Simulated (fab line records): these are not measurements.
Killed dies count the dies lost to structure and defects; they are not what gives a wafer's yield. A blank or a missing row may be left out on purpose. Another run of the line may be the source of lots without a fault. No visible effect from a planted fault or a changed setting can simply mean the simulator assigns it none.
fab line records -- flow nand-harc -- part 1 of 2: steps 1 to 23 of 30
record lots=5, wafers=15, last-day=25
route steps=1159 shown A_STAIRCASE@563
lots that met no fault: from a run of the same line without faults
start-h: hours from the record's opening day to when the first of the lot's shown wafers began -- wait-h: time in hours since the lot's previous step -- " as in the row above -- L1.1+2: one row covering several wafers at once -- - no value, or no start was given -- * or withheld: withheld -- < > ~ a bound
route shown NAME@n: names a module that has steps shown in the file, with the first one's number in the route -- usual: average and standard deviation across the fault-free wafers -- same: alike in all rows -- chamber/n: place in a boat -- sites: each site's reading -- _std_site: their standard deviation -- _edge_site: inner sites' mean taken away from outer sites' mean -- radius-mm: for every site, how far away it sits from the centre of the wafer -- mask NAME#n: copy n -- behind: tool/chamber where the wafer was last shaped -- hold: reason for holding the lot/hours on hold/outcome of the hold -- device: transistor that didn't switch, given as n, p or np -- end of line: the same wafers' tests at the end of the route -- for a step that has no rows: nothing shown but its recipe -- killed: count of dies lost to structure and defects at first sort (not the wafer's yield) -- map: per-die view of a wafer (x killed, . not killed, _ where there is no die)
set.NAME: the setting that was run; set.NAME@STEP: the one run at that earlier step -- model.NAME: the simulator's own value behind a step, which no gauge read
lots at some steps of the route; a table a step, a row a wafer
services: a tool's chamber out of use, with start hour (start-h, from the record's first day; less than 0 if before it), hours out, and reason
## steps
# step NHARC_A_STAIRCASE_TRIM_26
# recipe time-s=211.2, o2-flow-sccm=500, ar-flow-sccm=0, bias-w=0, chemistry=O2
# usual drypump-motor-current-A=5.7/0.37, oes-product-au=1.002/0.009, rf-vpp-V=57.8/0.92, showerhead-plenum-p-Torr=3.50/0.13, throttle-valve-pct=17.036/0.0086
lot.wafer,tool,chamber,start-h,wait-h,drypump-motor-current-A,oes-product-au,rf-hours-counter-h,rf-vpp-V,showerhead-plenum-p-Torr,throttle-valve-pct
L078.3,rie-diel-07,3,-,-,5.3,1.000,5,57.2,3.50,17.045
L078.6,rie-diel-07,3,-,-,5.3,0.994,-,58.3,3.50,17.043
L078.5,rie-diel-07,0,-,-,5.8,1.002,-,58.0,3.77,17.028
L081.3,rie-diel-07,3,-,-,5.2,0.997,7,58.2,3.50,17.034
L081.4,rie-diel-07,1,-,-,5.6,1.009,8,58.1,3.51,17.041
L081.5,rie-diel-07,0,-,-,5.8,1.016,-,56.6,3.77,17.031
L086.4,rie-diel-07,2,-,-,5.9,0.992,23,57.9,3.55,17.051
L086.2,rie-diel-07,3,-,-,5.3,0.996,23,57.4,3.49,17.034
L086.3,rie-diel-07,1,-,-,5.7,1.003,22,56.8,3.50,17.038
L089.2,rie-diel-07,2,-,-,5.9,1.003,32,57.0,3.55,17.032
L089.3,rie-diel-07,1,-,-,5.6,0.997,30,57.0,3.49,17.036
L089.4,rie-diel-07,1,-,-,5.6,0.997,-,58.2,3.49,17.025
L097.3,rie-diel-07,3,-,-,5.3,1.008,53,59.2,3.47,17.029
L097.6,rie-diel-07,2,-,-,6.0,1.020,-,57.6,3.53,17.034
L097.5,rie-diel-07,3,-,-,5.3,1.014,-,56.6,3.47,17.031
# step NHARC_A_STAIRCASE_ETCH_27
# recipe target-depth-a=1000, time-s=40.5, ion-energy-ev=400, c4f8-flow-sccm=20, o2-flow-sccm=10, ar-flow-sccm=withheld, rf-w=600, bias-w=1000, chemistry=C4F8/O2
# usual oes-product-au=0.944/0.015, rf-vpp-V=895/5
lot.wafer,tool,chamber,start-h,wait-h,oes-product-au,rf-hours-counter-h,rf-vpp-V
L078.3,rie-diel-07,1,-,-,0.975,5,896
L078.5,rie-diel-07,3,-,-,0.931,-,895
L078.6,rie-diel-07,0,-,-,0.953,-,905
L081.3,rie-diel-07,3,-,-,0.923,7,895
L081.4,rie-diel-07,0,-,-,0.942,8,904
L081.5,rie-diel-07,3,-,-,0.928,-,896
L086.4,rie-diel-07,1,-,-,0.935,22,893
L086.3,rie-diel-07,3,-,-,0.927,23,894
L086.2,rie-diel-07,0,-,-,0.938,22,905
L089.2,rie-diel-07,3,-,-,0.932,33,894
L089.3,rie-diel-07,1,-,-,0.932,31,894
L089.4,rie-diel-07,2,-,-,0.936,32,898
L097.3,rie-diel-07,3,-,-,0.933,53,895
L097.6,rie-diel-07,3,-,-,0.935,-,894
L097.5,rie-diel-07,0,-,-,0.976,-,903
# step NHARC_A_STAIRCASE_STRIP_175
# recipe power-w=1500, temp-c=250, chemistry=O2
# usual drypump-motor-current-A=5.7/0.44, heater-power-w=328/23
lot.wafer,tool,chamber,start-h,wait-h,drypump-motor-current-A,heater-power-w,rf-hours-counter-h
L078.3,plasma-asher-01,0,263.16,0.2,5.9,313,-
L078.6,plasma-asher-01,1,263.16,0.2,5.2,322,-
L078.5,plasma-asher-01,0,263.16,0.2,6.0,316,-
L081.3,plasma-asher-01,0,269.78,0.2,5.9,318,-
L081.4,plasma-asher-01,1,269.78,0.2,5.2,321,-
L081.5,plasma-asher-01,1,269.78,0.2,5.2,328,-
L086.2,plasma-asher-01,0,310.66,0.1,5.9,308,7
L086.4,plasma-asher-01,1,310.66,0.1,5.2,320,-
L086.3,plasma-asher-01,0,310.66,0.1,5.9,305,-
L089.2,plasma-asher-01,0,329.51,0.1,5.9,309,15
L089.4,plasma-asher-01,0,329.51,0.1,5.9,309,-
L089.3,plasma-asher-01,1,329.51,0.1,5.2,323,-
L097.3,plasma-asher-02,1,379.69,0.2,6.3,336,-
L097.5,plasma-asher-02,1,379.69,0.2,6.3,339,-
L097.6,plasma-asher-02,0,379.69,0.2,5.4,316,-
# step NHARC_A_STAIRCASE_STRIP_148
# recipe time-s=900, temp-c=130, chemistry=SPM
lot.wafer,tool,chamber,start-h,wait-h
L078.5+3+6,wet-bench-07,"6,1,3",263.37,0.1
L081.3+5+4,wet-bench-07,"1,4,6",270.04,0.2
L086.4+3+2,wet-bench-01,"6,0,2",310.97,0.2
L089.4+2+3,wet-bench-02,"2,3,5",329.85,0.2
L097.5+6+3,wet-bench-02,"3,4,6",379.97,0.1
# step NHARC_A_STAIRCASE_PRECLEAN_149
# recipe time-s=*, temp-c=50, bath-age-min=0, chemistry=SC1
# usual nh4oh-flow-mL-min=28.31/0.11
lot.wafer,tool,chamber,start-h,wait-h,nh4oh-flow-mL-min
L078.5,wet-bench-07,6,-,-,28.26
L078.3,wet-bench-07,1,-,-,28.30
L078.6,wet-bench-07,3,-,-,28.49
L081.3,wet-bench-07,1,-,-,28.27
L081.5,wet-bench-07,4,-,-,28.37
L081.4,wet-bench-07,6,-,-,28.34
L086.4,wet-bench-01,6,-,-,28.13
L086.3,wet-bench-01,0,-,-,28.13
L086.2,wet-bench-01,2,-,-,28.28
L089.4,wet-bench-02,2,-,-,28.33
L089.2,wet-bench-02,3,-,-,28.34
L089.3,wet-bench-02,5,-,-,28.43
L097.5,wet-bench-02,3,-,-,28.33
L097.6,wet-bench-02,4,-,-,28.22
L097.3,wet-bench-02,6,-,-,28.46
# step NHARC_A_STAIRCASE_SRD_150
lot.wafer,tool,chamber,start-h,wait-h
L078.5+3+6,wet-bench-07,"6,1,3",-,-
L081.3+5+4,wet-bench-07,"1,4,6",-,-
L086.4+3+2,wet-bench-01,"6,0,2",-,-
L089.4+2+3,wet-bench-02,"2,3,5",-,-
L097.5+6+3,wet-bench-02,"3,4,6",-,-
# step NHARC_A_STAIRCASE_DEHYDRATE_176
# recipe temp-c=150, time-s=120
lot.wafer,tool,chamber,start-h,wait-h
L078.3+5+6,litho-track-07,0,263.82,-
L081.3+4+5,litho-track-05,0,270.49,-
L086.2+3+4,litho-track-05,0,311.41,-
L089.2+3+4,litho-track-07,0,330.31,-
L097.3+5+6,litho-track-03,0,380.42,-
# step NHARC_A_STAIRCASE_HMDS_177
# recipe time-s=30
lot.wafer,tool,chamber,start-h,wait-h
L078.3+5+6,litho-track-07,0,-,-
L081.3+4+5,litho-track-05,0,-,-
L086.2+3+4,litho-track-05,0,-,-
L089.2+3+4,litho-track-07,0,-,-
L097.3+5+6,litho-track-03,0,-,-
# step NHARC_A_STAIRCASE_COAT_178
# recipe spin-rpm=1200
lot.wafer,tool,chamber,start-h,wait-h
L078.3+5+6,litho-track-07,0,-,-
L081.3+4+5,litho-track-05,0,-,-
L086.2+3+4,litho-track-05,0,-,-
L089.2+3+4,litho-track-07,0,-,-
L097.3+5+6,litho-track-03,0,-,-
# step NHARC_A_STAIRCASE_SOFTBAKE_179
# recipe temp-c=135, time-s=170
lot.wafer,tool,chamber,start-h,wait-h
L078.3+5+6,litho-track-07,0,-,-
L081.3+4+5,litho-track-05,0,-,-
L086.2+3+4,litho-track-05,0,-,-
L089.2+3+4,litho-track-07,0,-,-
L097.3+5+6,litho-track-03,0,-,-
# step NHARC_A_STAIRCASE_EBR_180
lot.wafer,tool,chamber,start-h,wait-h
L078.3+5+6,litho-track-07,0,-,-
L081.3+4+5,litho-track-05,0,-,-
L086.2+3+4,litho-track-05,0,-,-
L089.2+3+4,litho-track-07,0,-,-
L097.3+5+6,litho-track-03,0,-,-
# step NHARC_A_STAIRCASE_EXPOSE_181
# recipe na=0.5, dose-mj=27.87, mask-id=STAIR_2
# usual exposure-dose-mJ-cm2=27.864/0.025
lot.wafer,tool,chamber,start-h,wait-h,mask,exposure-dose-mJ-cm2
L078.3,krf-scanner-02,0,264.16,-,STAIR_2#0,27.882
L078.5,krf-scanner-02,0,264.16,-,STAIR_2#0,27.866
L078.6,krf-scanner-02,0,264.16,-,STAIR_2#0,27.880
L081.3,krf-scanner-03,0,270.83,-,STAIR_2#0,27.892
L081.4,krf-scanner-03,0,270.83,-,STAIR_2#0,27.861
L081.5,krf-scanner-03,0,270.83,-,STAIR_2#0,27.900
L086.2,krf-scanner-02,0,311.62,-,STAIR_2#0,27.879
L086.3,krf-scanner-02,0,311.62,-,STAIR_2#0,27.840
L086.4,krf-scanner-02,0,311.62,-,STAIR_2#0,27.868
L089.2,krf-scanner-04,0,330.60,-,STAIR_2#0,27.889
L089.3,krf-scanner-04,0,330.60,-,STAIR_2#0,27.875
L089.4,krf-scanner-04,0,330.60,-,STAIR_2#0,27.880
L097.3,krf-scanner-03,0,380.63,-,STAIR_2#0,27.833
L097.5,krf-scanner-03,0,380.63,-,STAIR_2#0,27.839
L097.6,krf-scanner-03,0,380.63,-,STAIR_2#0,27.865
# step NHARC_A_STAIRCASE_PEB_182
# recipe peb-temp-c=115, peb-time-s=130
lot.wafer,tool,chamber,start-h,wait-h
L078.3+5+6,litho-track-07,0,264.22,0.1
L081.3+4+5,litho-track-05,0,270.89,0.1
L086.2+3+4,litho-track-05,0,311.69,0.1
L089.2+3+4,litho-track-07,0,330.66,0.1
L097.3+5+6,litho-track-03,0,380.69,0.1
# step NHARC_A_STAIRCASE_DEVELOP_183
# recipe time-s=140
lot.wafer,tool,chamber,start-h,wait-h
L078.3+5+6,litho-track-07,0,-,-
L081.3+4+5,litho-track-05,0,-,-
L086.2+3+4,litho-track-05,0,-,-
L089.2+3+4,litho-track-07,0,-,-
L097.3+5+6,litho-track-03,0,-,-
# step NHARC_A_STAIRCASE_HARDBAKE_185
# recipe temp-c=120, time-s=140
lot.wafer,tool,chamber,start-h,wait-h
L078.3+5+6,litho-track-03,0,264.45,-
L081.3+4+5,litho-track-07,0,271.12,-
L086.2+3+4,litho-track-05,0,311.91,-
L089.2+3+4,litho-track-07,0,330.89,-
L097.3+5+6,litho-track-05,0,380.92,-
# step NHARC_A_STAIRCASE_DESCUM_186
# recipe time-s=3, o2-flow-sccm=200, ar-flow-sccm=0, bias-power-w=0, chemistry=O2
# usual drypump-motor-current-A=5.7/0.39, oes-product-au=1.003/0.0081, rf-vpp-V=57.6/0.79, showerhead-plenum-p-Torr=1.87/0.077, throttle-valve-pct=11.312/0.0081
lot.wafer,tool,chamber,start-h,wait-h,drypump-motor-current-A,oes-product-au,rf-hours-counter-h,rf-vpp-V,showerhead-plenum-p-Torr,throttle-valve-pct
L078.3,rie-diel-08,3,264.67,-,5.5,1.003,50,56.3,1.80,11.316
L078.5,rie-diel-08,0,264.67,-,5.8,1.006,-,58.1,1.80,11.318
L078.6,rie-diel-08,1,264.67,-,5.5,1.005,-,57.6,1.89,11.309
L081.3,rie-diel-08,3,271.31,-,5.5,1.011,54,56.7,1.80,11.332
L081.4,rie-diel-08,3,271.31,-,5.5,1.007,-,56.2,1.80,11.320
L081.5,rie-diel-08,1,271.31,-,5.5,0.999,-,56.6,1.89,11.308
L086.2,rie-diel-08,3,312.00,-,5.5,1.003,0,56.7,1.80,11.308
L086.3,rie-diel-08,0,312.00,-,5.8,1.007,0,56.5,1.80,11.308
L086.4,rie-diel-08,1,312.00,-,5.5,0.993,0,56.7,1.89,11.320
L089.4,rie-diel-01,0,330.98,-,6.7,1.012,2,57.6,1.78,11.285
L089.3,rie-diel-01,1,330.98,-,5.1,1.001,2,57.7,1.81,11.304
L089.2,rie-diel-01,2,330.98,-,6.0,1.001,2,57.8,1.96,11.316
L097.3,rie-diel-07,1,381.02,-,5.7,1.007,49,57.0,1.89,11.316
L097.6,rie-diel-07,3,381.02,-,5.3,0.998,-,57.6,1.88,11.314
L097.5,rie-diel-07,0,381.02,-,5.8,1.011,-,58.7,2.04,11.310
# step NHARC_A_STAIRCASE_TRIM_187
# recipe time-s=211.2, o2-flow-sccm=500, ar-flow-sccm=0, bias-w=0, chemistry=O2
# usual drypump-motor-current-A=5.7/0.39, oes-product-au=1.003/0.0097, rf-vpp-V=57.7/0.89, showerhead-plenum-p-Torr=3.46/0.14, throttle-valve-pct=17.036/0.0091
lot.wafer,tool,chamber,start-h,wait-h,drypump-motor-current-A,oes-product-au,rf-hours-counter-h,rf-vpp-V,showerhead-plenum-p-Torr,throttle-valve-pct
L078.3,rie-diel-08,3,265.18,0.5,5.5,0.995,50,57.0,3.33,17.029
L078.5,rie-diel-08,0,265.18,0.5,5.7,1.012,-,56.3,3.34,17.041
L078.6,rie-diel-08,1,265.18,0.5,5.5,0.992,-,57.2,3.49,17.026
L081.3,rie-diel-08,3,271.69,0.4,5.6,1.006,54,57.1,3.33,17.037
L081.4,rie-diel-08,1,271.69,0.4,5.5,1.012,-,56.9,3.49,17.048
L081.5,rie-diel-08,0,271.69,0.4,5.7,1.018,-,57.4,3.33,17.045
L086.4,rie-diel-08,1,312.09,0.1,5.5,0.982,0,58.2,3.48,17.030
L086.3,rie-diel-08,2,312.09,0.1,6.0,1.005,0,57.7,3.38,17.038
L086.2,rie-diel-08,3,312.09,0.1,5.6,1.001,0,57.9,3.33,17.032
L089.2,rie-diel-01,2,331.13,0.1,6.0,1.002,2,56.9,3.61,17.029
L089.4,rie-diel-01,3,331.13,0.1,5.4,0.994,2,58.7,3.47,17.037
L089.3,rie-diel-01,0,331.13,0.1,6.7,1.004,2,58.0,3.30,17.027
L097.3,rie-diel-07,0,381.08,0.1,5.8,1.016,47,58.8,3.74,17.040
L097.5,rie-diel-07,0,381.08,0.1,5.9,1.016,-,58.0,3.74,17.027
L097.6,rie-diel-07,1,381.08,0.1,5.7,1.018,-,58.8,3.48,17.033
# step NHARC_A_STAIRCASE_ETCH_188
# recipe target-depth-a=1000, time-s=40.5, ion-energy-ev=400, c4f8-flow-sccm=20, o2-flow-sccm=10, ar-flow-sccm=withheld, rf-w=600, bias-w=1000, chemistry=C4F8/O2
# usual oes-product-au=0.941/0.014, rf-vpp-V=893/4.8
lot.wafer,tool,chamber,start-h,wait-h,oes-product-au,rf-hours-counter-h,rf-vpp-V
L078.3,rie-diel-08,3,-,-,0.935,51,888
L078.6,rie-diel-08,3,-,-,0.937,-,889
L078.5,rie-diel-08,0,-,-,0.940,-,889
L081.3,rie-diel-08,0,-,-,0.938,54,888
L081.4,rie-diel-08,1,-,-,0.932,-,895
L081.5,rie-diel-08,0,-,-,0.941,-,889
L086.3,rie-diel-08,3,-,-,0.956,0,889
L086.2,rie-diel-08,1,-,-,0.943,0,895
L086.4,rie-diel-08,2,-,-,0.963,0,890
L089.2,rie-diel-01,3,-,-,0.911,4,893
L089.3,rie-diel-01,0,-,-,0.934,4,886
L089.4,rie-diel-01,2,-,-,0.931,3,900
L097.3,rie-diel-07,3,-,-,0.957,53,892
L097.5,rie-diel-07,3,-,-,0.958,-,893
L097.6,rie-diel-07,0,-,-,0.957,-,903
# step NHARC_A_STAIRCASE_TRIM_189
# recipe time-s=211.2, o2-flow-sccm=500, ar-flow-sccm=0, bias-w=0, chemistry=O2
# usual drypump-motor-current-A=5.7/0.43, oes-product-au=1.001/0.0087, rf-vpp-V=57.5/0.8, showerhead-plenum-p-Torr=3.45/0.13, throttle-valve-pct=17.037/0.0098
lot.wafer,tool,chamber,start-h,wait-h,drypump-motor-current-A,oes-product-au,rf-hours-counter-h,rf-vpp-V,showerhead-plenum-p-Torr,throttle-valve-pct
L078.3,rie-diel-08,3,-,-,5.5,0.994,51,57.1,3.33,17.041
L078.5,rie-diel-08,0,-,-,5.8,1.005,-,58.5,3.33,17.039
L078.6,rie-diel-08,1,-,-,5.5,0.993,-,57.1,3.49,17.043
L081.3,rie-diel-08,2,-,-,6.0,0.984,36,56.7,3.39,17.049
L081.4,rie-diel-08,1,-,-,5.5,0.999,47,57.5,3.49,17.040
L081.5,rie-diel-08,2,-,-,6.0,1.001,-,56.8,3.39,17.040
L086.3,rie-diel-08,1,-,-,5.5,0.985,0,58.8,3.48,17.059
L086.2,rie-diel-08,2,-,-,6.0,1.002,0,57.3,3.38,17.029
L086.4,rie-diel-08,0,-,-,5.7,1.003,0,57.0,3.33,17.034
L089.2,rie-diel-01,0,-,-,6.8,1.017,5,56.5,3.30,17.038
L089.3,rie-diel-01,2,-,-,6.1,0.994,3,58.1,3.61,17.035
L089.4,rie-diel-01,3,-,-,5.4,0.993,5,58.0,3.47,17.033
L097.3,rie-diel-07,3,-,-,5.3,1.004,53,57.5,3.47,17.009
L097.5,rie-diel-07,3,-,-,5.3,0.999,-,56.4,3.47,17.031
L097.6,rie-diel-07,0,-,-,5.8,1.000,-,58.2,3.74,17.033
# step NHARC_A_STAIRCASE_ETCH_190
# recipe target-depth-a=1000, time-s=40.5, ion-energy-ev=400, c4f8-flow-sccm=20, o2-flow-sccm=10, ar-flow-sccm=withheld, rf-w=600, bias-w=1000, chemistry=C4F8/O2
# usual oes-product-au=0.941/0.01, rf-vpp-V=894/5.2
lot.wafer,tool,chamber,start-h,wait-h,oes-product-au,rf-hours-counter-h,rf-vpp-V
L078.3,rie-diel-08,3,-,-,0.928,51,889
L078.6,rie-diel-08,1,-,-,0.938,-,896
L078.5,rie-diel-08,0,-,-,0.942,-,888
L081.4,rie-diel-08,1,-,-,0.937,47,894
L081.3,rie-diel-08,3,-,-,0.952,55,888
L081.5,rie-diel-08,2,-,-,0.938,-,891
L086.2,rie-diel-08,2,-,-,0.938,0,890
L086.3,rie-diel-08,3,-,-,0.945,0,887
L086.4,rie-diel-08,0,-,-,0.945,0,889
L089.2,rie-diel-01,3,-,-,0.927,5,894
L089.3,rie-diel-01,0,-,-,0.938,5,886
L089.4,rie-diel-01,2,-,-,0.940,3,899
L097.3,rie-diel-07,3,-,-,0.935,53,894
L097.5,rie-diel-07,0,-,-,0.947,-,903
L097.6,rie-diel-07,1,-,-,0.963,-,893
# step NHARC_A_STAIRCASE_TRIM_191
# recipe time-s=211.2, o2-flow-sccm=500, ar-flow-sccm=0, bias-w=0, chemistry=O2
# usual drypump-motor-current-A=5.7/0.37, oes-product-au=1.002/0.0094, rf-vpp-V=57.6/0.93, showerhead-plenum-p-Torr=3.46/0.13, throttle-valve-pct=17.038/0.01
lot.wafer,tool,chamber,start-h,wait-h,drypump-motor-current-A,oes-product-au,rf-hours-counter-h,rf-vpp-V,showerhead-plenum-p-Torr,throttle-valve-pct
L078.3,rie-diel-08,3,-,-,5.6,1.005,51,57.6,3.33,17.052
L078.5,rie-diel-08,1,-,-,5.5,1.002,-,56.8,3.49,17.035
L078.6,rie-diel-08,0,-,-,5.7,0.995,-,57.6,3.33,17.018
L081.4,rie-diel-08,3,-,-,5.6,1.002,55,55.7,3.33,17.043
L081.3,rie-diel-08,0,-,-,5.8,1.006,55,57.5,3.33,17.042
L081.5,rie-diel-08,0,-,-,5.8,1.005,-,57.5,3.33,17.033
L086.2,rie-diel-08,1,-,-,5.5,0.993,0,56.7,3.48,17.040
L086.3,rie-diel-08,2,-,-,6.0,1.007,0,57.4,3.38,17.037
L086.4,rie-diel-08,3,-,-,5.5,1.005,0,56.7,3.33,17.044
L089.2,rie-diel-01,3,-,-,5.4,0.995,5,58.2,3.47,17.044
L089.3,rie-diel-01,0,-,-,6.7,1.000,5,58.1,3.30,17.024
L089.4,rie-diel-01,1,-,-,5.1,0.996,4,57.2,3.34,17.051
L097.3,rie-diel-07,1,-,-,5.7,1.015,50,57.7,3.48,17.031
L097.6,rie-diel-07,1,-,-,5.7,1.021,-,58.0,3.48,17.040
L097.5,rie-diel-07,2,-,-,6.0,1.012,-,58.4,3.53,17.043
# step NHARC_A_STAIRCASE_ETCH_192
# recipe target-depth-a=1000, time-s=40.5, ion-energy-ev=400, c4f8-flow-sccm=20, o2-flow-sccm=10, ar-flow-sccm=withheld, rf-w=600, bias-w=1000, chemistry=C4F8/O2
# usual oes-product-au=0.944/0.01, rf-vpp-V=893/4.9
lot.wafer,tool,chamber,start-h,wait-h,oes-product-au,rf-hours-counter-h,rf-vpp-V
L078.3,rie-diel-08,1,-,-,0.937,44,893
L078.5,rie-diel-08,1,-,-,0.936,-,894
L078.6,rie-diel-08,3,-,-,0.934,-,888
L081.4,rie-diel-08,3,-,-,0.942,55,887
L081.3,rie-diel-08,2,-,-,0.946,36,891
L081.5,rie-diel-08,3,-,-,0.931,-,889
L086.3,rie-diel-08,3,-,-,0.959,0,888
L086.4,rie-diel-08,0,-,-,0.944,0,889
L086.2,rie-diel-08,2,-,-,0.948,0,891
L089.2,rie-diel-01,1,-,-,0.939,4,889
L089.3,rie-diel-01,2,-,-,0.948,3,900
L089.4,rie-diel-01,0,-,-,0.951,5,888
L097.3,rie-diel-07,2,-,-,0.950,52,895
L097.6,rie-diel-07,2,-,-,0.947,-,897
L097.5,rie-diel-07,3,-,-,0.938,-,892
# step NHARC_A_STAIRCASE_TRIM_193
# recipe time-s=211.2, o2-flow-sccm=500, ar-flow-sccm=0, bias-w=0, chemistry=O2
# usual drypump-motor-current-A=5.7/0.38, oes-product-au=1.003/0.0098, rf-vpp-V=57.7/0.84, showerhead-plenum-p-Torr=3.46/0.13, throttle-valve-pct=17.037/0.0097
lot.wafer,tool,chamber,start-h,wait-h,drypump-motor-current-A,oes-product-au,rf-hours-counter-h,rf-vpp-V,showerhead-plenum-p-Torr,throttle-valve-pct
L078.3,rie-diel-08,1,-,-,5.5,1.007,44,58.0,3.49,17.038
L078.5,rie-diel-08,1,-,-,5.5,1.007,-,58.8,3.49,17.047
L078.6,rie-diel-08,0,-,-,5.8,1.021,-,58.1,3.33,17.040
L081.3,rie-diel-08,2,-,-,6.0,0.987,36,58.1,3.39,17.047
L081.4,rie-diel-08,0,-,-,5.8,1.010,55,57.8,3.33,17.038
L081.5,rie-diel-08,2,-,-,6.0,0.993,-,57.4,3.39,17.020
L086.3,rie-diel-08,3,-,-,5.5,1.000,0,56.9,3.33,17.030
L086.2,rie-diel-08,0,-,-,5.8,1.006,0,58.6,3.33,17.030
L086.4,rie-diel-08,1,-,-,5.5,0.985,0,57.5,3.48,17.033
L089.4,rie-diel-01,2,-,-,6.1,0.988,4,57.6,3.61,17.038
L089.3,rie-diel-01,0,-,-,6.7,1.015,5,55.7,3.30,17.030
L089.2,rie-diel-01,1,-,-,5.1,1.001,4,55.7,3.34,17.030
L097.3,rie-diel-07,1,-,-,5.6,1.000,50,57.4,3.48,17.039
L097.6,rie-diel-07,3,-,-,5.3,1.007,-,58.4,3.47,17.031
L097.5,rie-diel-07,0,-,-,5.8,1.013,-,58.0,3.74,17.034
